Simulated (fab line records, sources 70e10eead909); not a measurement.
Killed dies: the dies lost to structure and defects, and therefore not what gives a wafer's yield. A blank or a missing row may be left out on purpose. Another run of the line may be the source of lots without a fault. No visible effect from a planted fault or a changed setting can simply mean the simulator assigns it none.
fab line records + flow nand-harc
[record]
- lots = 7
- wafers = 21
- last-day = 33
route steps=1302 shown P_GATE@195 END@1302
lots that met no fault: taken from a fault-free run of the same line
start-h: the number of hours between the record's first day and the start of the first shown wafer of the lot + wait-h: hours elapsed since this lot's preceding step + " identical to the entry in the row above + L1.1+2: several wafers, shown together as one row + - value missing, or start not given + * or withheld: withheld + < > ~ a bound
route shown NAME@n: a module of which the file shows steps, and the number in the route of the first + usual: the fault-free wafers' mean and standard deviation + same: alike in all rows + chamber/n: place in a boat + sites: per-site readings + _std_site: how widely they spread, as a standard deviation + _edge_site: inner sites' mean taken away from outer sites' mean + radius-mm: for every site, how far away it sits from the centre of the wafer + mask NAME#n: copy n + behind: the last tool/chamber to shape the wafer + hold: why the lot was held/for how many hours/how that ended + device: names the non-switching transistor (n, p or np) + end of line: at the end of the route, the tests of the same wafers + for a step that has no rows: nothing shown but its recipe + killed: count of dies lost to structure and defects at first sort (not the wafer's yield) + map: the dies of a wafer, with x for killed, . for not killed, _ for no die there
set.NAME: the setting that was run; set.NAME@STEP: the one run at that earlier step + model.NAME: the simulator's own value behind a step, which no gauge read
lots seen at some steps along the route; tables by step, rows by wafer
services: when a tool's chamber went out of use (start-h, in hours from the record's first day, below 0 if earlier), for how many hours, and the reason
[[steps]]
[step NHARC_P_GATE_SOFTBAKE_86]
[recipe]
- temp-c = 122
- time-s = 95
[step NHARC_P_GATE_EBR_87]
[step NHARC_P_GATE_EXPOSE_88]
[recipe]
- na = 0.6
- target-cd-nm = 2000
- dose-mj = 11.87
- mask-id = P_HVN
[step NHARC_P_GATE_PEB_89]
[recipe]
- peb-temp-c = 118
- peb-time-s = 85
[step NHARC_P_GATE_DEVELOP_90]
[recipe]
- time-s = 70
[step NHARC_P_GATE_CD_MEAS_91]
[recipe]
- target-cd-nm = 2000
- landing-energy-ev = 500
[usual]
- cd-nm = 2000.4/2.3
| lot.wafer | tool      | chamber | start-h | wait-h | cd-nm  |
|-----------|-----------|---------|---------|--------|--------|
| L381.3    | cd-sem-01 | 0       | 153.65  | -      | 2002.9 |
| L381.4    | "         | 0       | "       | "      | 1998.2 |
| L381.6    | "         | 0       | "       | "      | 1999.9 |
| L384.1    | cd-sem-01 | 0       | 183.64  | -      | 1998.0 |
| L384.2    | "         | 0       | "       | "      | 1998.2 |
| L384.5    | "         | 0       | "       | "      | 2001.8 |
| L393.2    | cd-sem-02 | 0       | 259.94  | -      | 2001.2 |
| L393.5    | "         | 0       | "       | "      | 2000.1 |
| L393.6    | "         | 0       | "       | "      | 2000.9 |
| L394.2    | cd-sem-03 | 0       | 275.96  | -      | 2004.5 |
| L394.5    | "         | 0       | "       | "      | 2004.5 |
| L394.6    | "         | 0       | "       | "      | 2000.6 |
| L395.1    | cd-sem-01 | 0       | 285.95  | -      | 2004.4 |
| L395.2    | "         | 0       | "       | "      | 2001.8 |
| L395.4    | "         | 0       | "       | "      | 2000.8 |
| L397.2    | cd-sem-02 | 0       | 310.73  | -      | 2000.5 |
| L397.3    | "         | 0       | "       | "      | 1997.3 |
| L397.5    | "         | 0       | "       | "      | 2003.8 |
| L400.1    | cd-sem-03 | 0       | 333.83  | -      | 1999.0 |
| L400.5    | "         | 0       | "       | "      | 2001.6 |
| L400.6    | "         | 0       | "       | "      | 2002.1 |
[step NHARC_P_GATE_HARDBAKE_92]
[recipe]
- temp-c = 125
- time-s = 80
[step NHARC_P_GATE_DESCUM_93]
[recipe]
- time-s = 3
- o2-flow-sccm = 200
- ar-flow-sccm = 0
- bias-power-w = 0
- chemistry = O2
[usual]
- chamber-pressure-mTorr = 59.99/0.047
- drypump-motor-current-A = 5.9/0.48
- oes-product-au = 0.999/0.011
- rf-vpp-V = 57.8/0.88
- showerhead-plenum-p-Torr = 1.90/0.082
- throttle-valve-pct = 11.312/0.0085
| lot.wafer | tool        | chamber | start-h | wait-h | chamber-pressure-mTorr | drypump-motor-current-A | oes-product-au | rf-hours-counter-h | rf-vpp-V | showerhead-plenum-p-Torr | throttle-valve-pct |
|-----------|-------------|---------|---------|--------|------------------------|-------------------------|----------------|--------------------|----------|--------------------------|--------------------|
| L381.4    | rie-diel-05 | 3       | 153.81  | -      | 59.93                  | 6.4                     | 1.018          | 6                  | 56.8     | 1.85                     | 11.318             |
| L381.3    | "           | 0       | "       | "      | 60.08                  | 6.5                     | 1.004          | 6                  | 56.9     | 1.83                     | 11.295             |
| L381.6    | "           | 3       | "       | "      | 60.01                  | 6.4                     | 0.992          | -                  | 58.5     | 1.85                     | 11.315             |
| L384.2    | rie-diel-09 | 3       | 183.82  | -      | 60.04                  | 6.2                     | 1.013          | 2                  | 57.2     | 1.78                     | 11.295             |
| L384.1    | "           | 0       | "       | "      | 59.96                  | 5.8                     | 0.997          | 2                  | 58.3     | 1.82                     | 11.309             |
| L384.5    | "           | 2       | "       | "      | 59.98                  | 5.8                     | 0.998          | -                  | 57.9     | 1.82                     | 11.320             |
| L393.2    | rie-diel-09 | 3       | 260.13  | -      | 60.05                  | 6.2                     | 1.020          | 6                  | 57.4     | 1.78                     | 11.309             |
| L393.6    | "           | 0       | "       | "      | 60.00                  | 5.9                     | 0.995          | -                  | 56.9     | 1.82                     | 11.313             |
| L393.5    | "           | 1       | "       | "      | 59.97                  | 6.4                     | 0.989          | -                  | 59.1     | 1.98                     | 11.312             |
| L394.2    | rie-diel-05 | 1       | 276.12  | -      | 59.92                  | 5.2                     | 0.977          | 1                  | 58.6     | 2.01                     | 11.318             |
| L394.6    | "           | 1       | "       | "      | 60.01                  | 5.2                     | 0.977          | -                  | 58.6     | 2.01                     | 11.297             |
| L394.5    | "           | 2       | "       | "      | 59.99                  | 5.7                     | 0.991          | -                  | 59.2     | 1.98                     | 11.314             |
| L395.1    | rie-diel-05 | 2       | 286.11  | -      | 59.96                  | 5.8                     | 0.987          | 2                  | 59.2     | 1.98                     | 11.322             |
| L395.4    | "           | 3       | "       | "      | 59.95                  | 6.4                     | 1.001          | 2                  | 59.1     | 1.85                     | 11.311             |
| L395.2    | "           | 0       | "       | "      | 60.02                  | 6.5                     | 0.993          | 2                  | 57.8     | 1.83                     | 11.301             |
| L397.3    | rie-diel-13 | 1       | 310.88  | -      | 59.98                  | 5.4                     | 1.004          | 8                  | 57.3     | 1.96                     | 11.300             |
| L397.2    | "           | 0       | "       | "      | 60.00                  | 4.8                     | 0.996          | 6                  | 56.7     | 1.95                     | 11.310             |
| L397.5    | "           | 2       | "       | "      | 59.92                  | 6.3                     | 0.993          | -                  | 57.7     | 2.01                     | 11.307             |
| L400.1    | rie-diel-05 | 0       | 333.99  | -      | 59.92                  | 6.5                     | 0.992          | 5                  | 57.5     | 1.83                     | 11.322             |
| L400.5    | "           | 0       | "       | "      | 59.98                  | 6.5                     | 0.988          | -                  | 59.5     | 1.83                     | 11.315             |
| L400.6    | "           | 1       | "       | "      | 59.95                  | 5.2                     | 0.980          | -                  | 59.4     | 2.01                     | 11.319             |
[step NHARC_P_GATE_IMPLANT_94]
[recipe]
- energy-kev = 60
- dose-cm2 = 2e+15
- tilt-deg = 7
[step NHARC_P_GATE_STRIP_113]
[recipe]
- power-w = 1500
- temp-c = 110
- time-s = 740
- chemistry = N2/H2
[usual]
- drypump-motor-current-A = 5.66/0.17
- heater-power-w = 83/6.5
| lot.wafer | tool            | chamber | start-h | wait-h | drypump-motor-current-A | heater-power-w | rf-hours-counter-h |
|-----------|-----------------|---------|---------|--------|-------------------------|----------------|--------------------|
| L381.4    | plasma-asher-02 | 0       | 156.15  | 0.3    | 5.51                    | 78             | -                  |
| L381.3    | "               | 1       | "       | "      | 5.97                    | 89             | -                  |
| L381.6    | "               | 1       | "       | "      | 5.93                    | 88             | -                  |
| L384.2    | plasma-asher-01 | 1       | 184.17  | 0.2    | 5.56                    | 90             | 3                  |
| L384.1    | "               | 0       | "       | "      | 5.64                    | 77             | 3                  |
| L384.5    | "               | 0       | "       | "      | 5.64                    | 76             | -                  |
| L393.2    | plasma-asher-01 | 1       | 260.58  | 0.3    | 5.60                    | 89             | 22                 |
| L393.6    | "               | 0       | "       | "      | 5.64                    | 76             | -                  |
| L393.5    | "               | 1       | "       | "      | 5.57                    | 89             | -                  |
| L394.2    | plasma-asher-02 | 0       | 276.61  | 0.3    | 5.50                    | 76             | 3                  |
| L394.6    | "               | 1       | "       | "      | 5.93                    | 86             | -                  |
| L394.5    | "               | 0       | "       | "      | 5.48                    | 76             | -                  |
| L395.1    | plasma-asher-02 | 0       | 286.48  | 0.2    | 5.48                    | 78             | 5                  |
| L395.2    | "               | 1       | "       | "      | 5.95                    | 87             | 5                  |
| L395.4    | "               | 1       | "       | "      | 5.96                    | 86             | -                  |
| L397.2    | plasma-asher-02 | 0       | 311.25  | 0.2    | 5.49                    | 76             | 10                 |
| L397.3    | "               | 0       | "       | "      | 5.49                    | 77             | -                  |
| L397.5    | "               | 0       | "       | "      | 5.48                    | 75             | -                  |
| L400.1    | plasma-asher-02 | 0       | 334.37  | 0.2    | 5.48                    | 78             | 14                 |
| L400.5    | "               | 0       | "       | "      | 5.48                    | 78             | -                  |
| L400.6    | "               | 1       | "       | "      | 5.94                    | 85             | -                  |
[step NHARC_P_GATE_STRIP_95]
[recipe]
- power-w = 1500
- temp-c = 250
- chemistry = O2
[usual]
- drypump-motor-current-A = 5.67/0.18
- heater-power-w = 310/25
| lot.wafer | tool            | chamber | start-h | wait-h | drypump-motor-current-A | heater-power-w | rf-hours-counter-h |
|-----------|-----------------|---------|---------|--------|-------------------------|----------------|--------------------|
| L381.4    | plasma-asher-02 | 0       | 156.65  | 0.4    | 5.47                    | 295            | -                  |
| L381.3    | "               | 1       | "       | "      | 5.95                    | 333            | -                  |
| L381.6    | "               | 1       | "       | "      | 5.96                    | 328            | -                  |
| L384.2    | plasma-asher-01 | 1       | 184.89  | 0.6    | 5.56                    | 329            | 3                  |
| L384.1    | "               | 0       | "       | "      | 5.64                    | 283            | 3                  |
| L384.5    | "               | 0       | "       | "      | 5.64                    | 288            | -                  |
| L393.2    | plasma-asher-01 | 1       | 261.19  | 0.5    | 5.59                    | 335            | 23                 |
| L393.6    | "               | 0       | "       | "      | 5.64                    | 287            | -                  |
| L393.5    | "               | 1       | "       | "      | 5.59                    | 342            | -                  |
| L394.2    | plasma-asher-02 | 0       | 277.21  | 0.5    | 5.47                    | 284            | 3                  |
| L394.6    | "               | 1       | "       | "      | 5.98                    | 327            | -                  |
| L394.5    | "               | 0       | "       | "      | 5.47                    | 291            | -                  |
| L395.1    | plasma-asher-02 | 0       | 287.21  | 0.6    | 5.47                    | 281            | 5                  |
| L395.2    | "               | 1       | "       | "      | 5.96                    | 323            | 5                  |
| L395.4    | "               | 1       | "       | "      | 5.97                    | 318            | -                  |
| L397.2    | plasma-asher-02 | 0       | 311.97  | 0.6    | 5.49                    | 285            | 11                 |
| L397.3    | "               | 0       | "       | "      | 5.46                    | 278            | -                  |
| L397.5    | "               | 0       | "       | "      | 5.47                    | 278            | -                  |
| L400.1    | plasma-asher-02 | 0       | 335.08  | 0.6    | 5.46                    | 284            | 15                 |
| L400.5    | "               | 0       | "       | "      | 5.48                    | 283            | -                  |
| L400.6    | "               | 1       | "       | "      | 5.97                    | 321            | -                  |
[step NHARC_P_GATE_STRIP_96]
[recipe]
- time-s = 900
- temp-c = 130
- chemistry = SPM
[step NHARC_P_GATE_RTA_64]
[recipe]
- temp-c = 1050
- time-s = 1
[usual]
- anneal-temp-c-max = 1054.1/1.4
- lamp-power-pct = 39.2/2.5
- lamp_zone_3_pct = 39.2/2.4
- wafer_temp_C_max = 1055.5/1.1
| lot.wafer | tool          | chamber | start-h | wait-h | anneal-temp-c-max | lamp-power-pct | lamp_zone_3_pct | wafer_temp_C_max |
|-----------|---------------|---------|---------|--------|-------------------|----------------|-----------------|------------------|
| L381.3    | rtp-anneal-01 | 0       | 157.25  | -      | 1052.6            | 37.2           | 37.1            | 1058.2           |
| L381.4    | "             | 0       | "       | "      | 1052.5            | 37.2           | 37.1            | 1057.4           |
| L381.6    | "             | 0       | "       | "      | 1053.4            | 37.2           | 37.2            | 1057.3           |
| L384.1    | rtp-anneal-02 | 0       | 185.45  | -      | 1056.2            | 42.0           | 42.1            | 1055.1           |
| L384.2    | "             | 0       | "       | "      | 1055.6            | 42.1           | 42.0            | 1054.2           |
| L384.5    | "             | 0       | "       | "      | 1056.0            | 42.2           | 42.0            | 1054.8           |
| L393.2    | rtp-anneal-02 | -       | 261.77  | -      | -                 | -              | -               | -                |
| L393.5    | "             | -       | "       | "      | -                 | -              | -               | -                |
| L393.6    | "             | -       | "       | "      | -                 | -              | -               | -                |
| L394.2    | rtp-anneal-01 | -       | 277.79  | -      | -                 | -              | -               | -                |
| L394.5    | "             | -       | "       | "      | -                 | -              | -               | -                |
| L394.6    | "             | -       | "       | "      | -                 | -              | -               | -                |
| L395.1    | rtp-anneal-02 | -       | 287.77  | -      | -                 | -              | -               | -                |
| L395.2    | "             | -       | "       | "      | -                 | -              | -               | -                |
| L395.4    | "             | -       | "       | "      | -                 | -              | -               | -                |
| L397.2    | rtp-anneal-01 | 0       | 312.62  | -      | 1053.4            | 37.2           | 37.2            | 1056.5           |
| L397.3    | "             | 0       | "       | "      | 1053.3            | 37.1           | 37.2            | 1055.8           |
| L397.5    | "             | 0       | "       | "      | 1052.6            | 37.2           | 37.2            | 1054.6           |
| L400.1    | rtp-anneal-02 | 0       | 335.64  | -      | 1054.4            | 42.1           | 42.1            | 1055.9           |
| L400.5    | "             | 0       | "       | "      | 1056.2            | 42.2           | 42.2            | 1056.6           |
| L400.6    | "             | 0       | "       | "      | 1056.2            | 42.1           | 42.1            | 1055.8           |
[step NHARC_P_GATE_ETCH_77]
[recipe]
- target-depth-a = 60
- chemistry = dHF
- material = SiO2
[step NHARC_END_SORT_01]
[recipe]
- temp-c = 25
[usual]
- killed-at-array = 47/18
- killed-at-other = 0.9/1.1
- killed-at-periphery = 4/3.1
- killed-dies = 52/18
- killed-open = 3.1/1.5
- killed-short = 2.4/1.5
[same]
- gross-dies = 677
| lot.wafer | tool      | chamber | start-h | wait-h | killed-at-array | killed-at-other | killed-at-periphery | killed-dies | killed-open | killed-short |
|-----------|-----------|---------|---------|--------|-----------------|-----------------|---------------------|-------------|-------------|--------------|
| L393.2    | prober-02 | 0       | 712.39  | 2.8    | 72              | 0               | 605                 | 677         | 2           | 5            |
| L393.5    | prober-02 | 0       | 714.78  | 3.7    | 73              | 1               | 603                 | 677         | 4           | 1            |
| L393.6    | prober-02 | 0       | 715.58  | 4.0    | 45              | 0               | 632                 | 677         | 5           | 1            |
| L394.2    | prober-01 | 0       | 714.86  | 2.8    | 47              | 1               | 629                 | 677         | 2           | 2            |
| L394.5    | prober-01 | 0       | 717.30  | 3.8    | 45              | 5               | 627                 | 677         | 3           | 3            |
| L394.6    | prober-01 | 0       | 718.12  | 4.1    | 39              | 2               | 636                 | 677         | 2           | 3            |
| L395.1    | prober-02 | 0       | 719.40  | 2.5    | 53              | 0               | 624                 | 677         | 2           | 1            |
| L395.2    | prober-02 | 0       | 720.21  | 2.8    | 75              | 0               | 602                 | 677         | 1           | 5            |
| L395.4    | prober-02 | 0       | 721.81  | 3.4    | 69              | 0               | 608                 | 677         | 1           | 2            |
// killed by level:class
L393.2 P_GATE:area-rta=594 A_CHANNEL_HOLE_D1:chamber-film-flake=37 A_CHANNEL_HOLE_D2:chamber-film-flake=15 A_CONTACT:chamber-film-flake=10 P_CONTACT:chamber-film-flake=7 A_SLIT:chamber-film-flake=3 A_DECK1_JOINT:geometric-particle:short=2 P_GATE:geometric-particle:open=1
L393.5 P_GATE:area-rta=590 A_CHANNEL_HOLE_D1:chamber-film-flake=33 A_CHANNEL_HOLE_D2:chamber-film-flake=16 A_CONTACT:chamber-film-flake=8 P_CONTACT:chamber-film-flake=7 A_STAIRCASE:chamber-film-flake=6 A_SLIT:chamber-film-flake=5 P_GATE:chamber-film-flake=3
L394.2 P_GATE:area-rta=626 A_CHANNEL_HOLE_D2:chamber-film-flake=17 A_SLIT:chamber-film-flake=9 A_CHANNEL_HOLE_D1:chamber-film-flake=9 A_CHANNEL_FILL_D2:chamber-film-flake=3 A_CONTACT:chamber-film-flake=2 P_M1:geometric-particle:short=1 A_CHANNEL_HOLE_D2:geometric-particle:open=1
L393.6 P_GATE:area-rta=621 A_CHANNEL_HOLE_D1:chamber-film-flake=14 A_CHANNEL_HOLE_D2:chamber-film-flake=14 A_CONTACT:chamber-film-flake=8 P_CONTACT:chamber-film-flake=4 P_ZERO_WELL:chamber-film-flake=3 P_M2:chamber-film-flake=3 A_M0:geometric-particle:open=2
L394.5 P_GATE:area-rta=624 A_CHANNEL_HOLE_D2:chamber-film-flake=17 A_CHANNEL_HOLE_D1:chamber-film-flake=11 A_SLIT:chamber-film-flake=4 THIN_TSV:chamber-film-flake=4 P_GATE:chamber-film-flake=3 A_STAIRCASE:chamber-film-flake=3 A_CHANNEL_FILL_D2:chamber-film-flake=2
L394.6 P_GATE:area-rta=635 A_CHANNEL_HOLE_D2:chamber-film-flake=15 A_CHANNEL_HOLE_D1:chamber-film-flake=11 A_STAIRCASE:chamber-film-flake=4 A_CONTACT:chamber-film-flake=3 THIN_TSV:chamber-film-flake=2 P_STI:geometric-particle:open=1 A_CHANNEL_FILL_D1:geometric-particle:short=1
L395.1 P_GATE:area-rta=622 A_SLIT:chamber-film-flake=24 A_CHANNEL_HOLE_D1:chamber-film-flake=14 A_CONTACT:chamber-film-flake=5 A_DECK1_JOINT:chamber-film-flake=3 A_STAIRCASE:chamber-film-flake=3 P_M0:geometric-particle:open=1 A_CHANNEL_HOLE_D1:geometric-particle:open=1
L395.2 P_GATE:area-rta=602 A_CHANNEL_HOLE_D1:chamber-film-flake=36 A_SLIT:chamber-film-flake=22 A_CONTACT:chamber-film-flake=6 A_STAIRCASE:chamber-film-flake=2 A_WL_FILL:chamber-film-flake=2 A_ONON_D1:geometric-particle:short=1 A_CHANNEL_FILL_D1:geometric-particle:short=1
L395.4 P_GATE:area-rta=608 A_CHANNEL_HOLE_D1:chamber-film-flake=34 A_SLIT:chamber-film-flake=27 A_CONTACT:chamber-film-flake=2 A_ONON_D2:geometric-particle:open=1 A_CHANNEL_FILL_D2:geometric-particle:short=1 A_WL_FILL:geometric-particle:short=1 A_CHANNEL_FILL_D2:chamber-film-flake=1
// map L393.2 (x killed, . not)
____________x____________
_________xxxxxxx_________
_______xxxxxxxxxxx_______
______xxxxxxxxxxxxx______
_____xxxxxxxxxxxxxxx_____
____xxxxxxxxxxxxxxxxx____
____xxxxxxxxxxxxxxxxx____
___xxxxxxxxxxxxxxxxxxx___
___xxxxxxxxxxxxxxxxxxx___
__xxxxxxxxxxxxxxxxxxxxx__
__xxxxxxxxxxxxxxxxxxxxx__
_xxxxxxxxxxxxxxxxxxxxxxx_
_xxxxxxxxxxxxxxxxxxxxxxx_
_xxxxxxxxxxxxxxxxxxxxxxx_
_xxxxxxxxxxxxxxxxxxxxxxx_
_xxxxxxxxxxxxxxxxxxxxxxx_
xxxxxxxxxxxxxxxxxxxxxxxxx
xxxxxxxxxxxxxxxxxxxxxxxxx
xxxxxxxxxxxxxxxxxxxxxxxxx
xxxxxxxxxxxxxxxxxxxxxxxxx
xxxxxxxxxxxxxxxxxxxxxxxxx
_xxxxxxxxxxxxxxxxxxxxxxx_
_xxxxxxxxxxxxxxxxxxxxxxx_
_xxxxxxxxxxxxxxxxxxxxxxx_
_xxxxxxxxxxxxxxxxxxxxxxx_
_xxxxxxxxxxxxxxxxxxxxxxx_
__xxxxxxxxxxxxxxxxxxxxx__
__xxxxxxxxxxxxxxxxxxxxx__
___xxxxxxxxxxxxxxxxxxx___
___xxxxxxxxxxxxxxxxxxx___
____xxxxxxxxxxxxxxxxx____
____xxxxxxxxxxxxxxxxx____
_____xxxxxxxxxxxxxxx_____
______xxxxxxxxxxxxx______
_______xxxxxxxxxxx_______
_________xxxxxxx_________
____________x____________
// map L394.2 (x killed, . not)
____________x____________
_________xxxxxxx_________
_______xxxxxxxxxxx_______
______xxxxxxxxxxxxx______
_____xxxxxxxxxxxxxxx_____
____xxxxxxxxxxxxxxxxx____
____xxxxxxxxxxxxxxxxx____
___xxxxxxxxxxxxxxxxxxx___
___xxxxxxxxxxxxxxxxxxx___
__xxxxxxxxxxxxxxxxxxxxx__
__xxxxxxxxxxxxxxxxxxxxx__
_xxxxxxxxxxxxxxxxxxxxxxx_
_xxxxxxxxxxxxxxxxxxxxxxx_
_xxxxxxxxxxxxxxxxxxxxxxx_
_xxxxxxxxxxxxxxxxxxxxxxx_
_xxxxxxxxxxxxxxxxxxxxxxx_
xxxxxxxxxxxxxxxxxxxxxxxxx
xxxxxxxxxxxxxxxxxxxxxxxxx
xxxxxxxxxxxxxxxxxxxxxxxxx
xxxxxxxxxxxxxxxxxxxxxxxxx
xxxxxxxxxxxxxxxxxxxxxxxxx
_xxxxxxxxxxxxxxxxxxxxxxx_
_xxxxxxxxxxxxxxxxxxxxxxx_
_xxxxxxxxxxxxxxxxxxxxxxx_
_xxxxxxxxxxxxxxxxxxxxxxx_
_xxxxxxxxxxxxxxxxxxxxxxx_
__xxxxxxxxxxxxxxxxxxxxx__
__xxxxxxxxxxxxxxxxxxxxx__
___xxxxxxxxxxxxxxxxxxx___
___xxxxxxxxxxxxxxxxxxx___
____xxxxxxxxxxxxxxxxx____
____xxxxxxxxxxxxxxxxx____
_____xxxxxxxxxxxxxxx_____
______xxxxxxxxxxxxx______
_______xxxxxxxxxxx_______
_________xxxxxxx_________
____________x____________
[[services]]
| tool            | chamber | start-h | hours | kind       |
|-----------------|---------|---------|-------|------------|
| rie-diel-05     | 0       | 135.23  | -     | clean      |
| rie-diel-05     | 1       | 135.23  | -     | clean      |
| rie-diel-05     | 2       | 135.23  | -     | clean      |
| rie-diel-05     | 3       | 135.23  | -     | clean      |
| rie-diel-09     | -       | 143.10  | 9.0   | pm         |
| rie-diel-05     | 0       | 159.73  | -     | clean      |
| rie-diel-05     | 1       | 159.73  | -     | clean      |
| rie-diel-05     | 2       | 159.73  | -     | clean      |
| rie-diel-05     | -       | 161.51  | 0.4   | repair     |
| plasma-asher-01 | -       | 162.72  | 1.8   | repair     |
| rie-diel-13     | -       | 165.00  | 9.0   | pm         |
| plasma-asher-01 | -       | 165.77  | 9.0   | pm         |
| rie-diel-13     | 0       | 198.11  | 16.3  | repair     |
| rie-diel-13     | 1       | 204.12  | 13.5  | repair     |
| plasma-asher-02 | -       | 210.15  | 3.4   | repair     |
| rie-diel-05     | -       | 229.60  | 9.0   | pm         |
| plasma-asher-02 | -       | 249.00  | 9.0   | pm         |
| plasma-asher-02 | 0       | 249.00  | 9.0   | vent-cycle |
| plasma-asher-02 | 1       | 249.00  | 9.0   | vent-cycle |
| plasma-asher-01 | -       | 257.80  | 1.0   | repair     |
| plasma-asher-02 | 0       | 258.00  | -     | clean      |
| plasma-asher-02 | 1       | 258.00  | -     | clean      |
| rie-diel-09     | -       | 320.10  | 9.0   | pm         |
| rie-diel-09     | -       | 334.83  | 0.2   | repair     |
[[key]]
[first-sign]
- step = NHARC_P_GATE_RTA_64
- reading = tool-record
- direction = missing
[effect]
- step = NHARC_END_SORT_01
- reading = killed-at-periphery
- direction = up
- sigmas = 99+
- usual = 4
- struck = 618
[more-kills-born-at]
- NHARC_P_GATE_RTA_64@rtp-anneal-02 = 3637
- NHARC_P_GATE_RTA_64@rtp-anneal-01 = 1885
met-at NHARC_P_GATE_RTA_64
struck-wafers L393.2,L393.5,L393.6,L394.2,L394.5,L394.6,L395.1,L395.2,L395.4
later-rows-left-out L393.2,L393.5,L393.6,L394.2,L394.5,L394.6,L395.1,L395.2,L395.4
tester-left-out L393,L394,L395
onset-between 185.45 261.77
[fault]
- kind = skipped-step-whole
- tool = rtp-anneal-01,rtp-anneal-02
- chamber = -
- onset-h = 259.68
- steps = NHARC_P_GATE_RTA_64
- scope = struck-lots-only
// tester-left-out: of these lots the tester's yield and bins aren't shown, on N5 and GAA mostly nor the transistor test; their killed dies are dies lost to structure and defects alone, not to doping, threshold or leakage, so they don't give the yield
// later-rows-left-out: the simulator's readings of these wafers behind a module that went badly wrong aren't trusted and aren't shown, but for the sort
